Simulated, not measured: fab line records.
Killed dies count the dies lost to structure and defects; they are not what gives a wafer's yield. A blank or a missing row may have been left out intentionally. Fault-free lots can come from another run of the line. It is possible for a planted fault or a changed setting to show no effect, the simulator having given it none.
Problem report in the 8D (eight disciplines) form, filled by code / flow nand_harc / the parts of the form that need people (team, actions taken, sign-off) are left out

1. PROBLEM STATEMENT
At NHARC_A_SGD_CUT_ETCH_59, run_length_s averages 379.6 s over 6 wafers from 2 lots, while fault-free wafers read 427.7 s, standard deviation 0.51. Measured from the usual mean, that is -94 standard deviations.
The step: etches the open film in N2/H2, target depth 260 nm, time 406.25 s.
Seen first at day 27 13:34 on rie_diel-09, wafer L222.1. At this step, 36 wafers from 12 lots have a number in the record. The rule behind "out" and "out of limits": a value lying over 4 standard deviations away from the usual mean. The other wafers with a number count as sound.

2. WHAT IT IS, AND WHAT IT ISN'T
question=which readings at this step | is=run_length_s | is not=drypump_motor_current_A, rf_vpp_V, showerhead_plenum_p_Torr, throttle_valve_pct
question=which lots | is=L222, L223 | is not=L203, L205, L206, L207, L208, L211, L212, L213, L218, L224
question=which wafers of those lots | is=all that have a number | is not=-
question=read on which tools | is=rie_diel-09 | is not=rie_diel-06, rie_diel-11
question=when | is=from day 27 13:34 | is not=up to then (27 sound wafers); but 3 sound wafers of L224 came after

3. SUSPECTS, AND WHAT RULES EACH OUT
Counting: a tool at any process step up to the reading remains a suspect when it ran all the lots that are out and ran no sound lot after the first of those.
- rie_diel-09 at NHARC_A_SGD_CUT_ETCH_59 (etches the open film in N2/H2, target depth 260 nm, time 406.25 s): kept. It processed each lot that is out, first L222 at day 27 13:34, and no sound lot thereafter; up to then, the last sound lot it processed was L218 at day 26 02:51. Out on those wafers are its own readings of run_length_s.
Left after counting: rie_diel-09 at NHARC_A_SGD_CUT_ETCH_59.

4. THE CAUSE (what the simulator had put in)
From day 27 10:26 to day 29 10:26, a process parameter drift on rie_diel-09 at NHARC_A_SGD_CUT_ETCH_59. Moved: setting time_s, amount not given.
Counting left only this tool.

5. SEQUENCE OF EFFECTS, ordered by route
Each row: a reading where the mean over the struck wafers with a number is more than 3 standard deviations away from the usual. Only readings whose record carries a usual standard deviation are examined. hours: median over the lots of the time between each lot's start at the first step of this table that gives one and its start at this step. sigmas: the change, counted in usual standard deviations.
hours=0; step=NHARC_A_SGD_CUT_ETCH_59; reading=run_length_s; usual=427.7 s; on struck wafers=379.6; change=-48.1; sigmas=-94
It contains these process steps:
- NHARC_A_SGD_CUT_ETCH_59: etches the open film in N2/H2, target depth 260 nm, time 406.25 s.
Later measuring or inspecting steps at which every struck wafer that the step has a row for has a number for every such reading, and none has moved that far: NHARC_END_SORT_01.

6. HOW IT WOULD HAVE BEEN CAUGHT EARLIER
In this record the first reading out of limits was taken at day 27 13:34, 3 hours after the fault began at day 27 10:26.
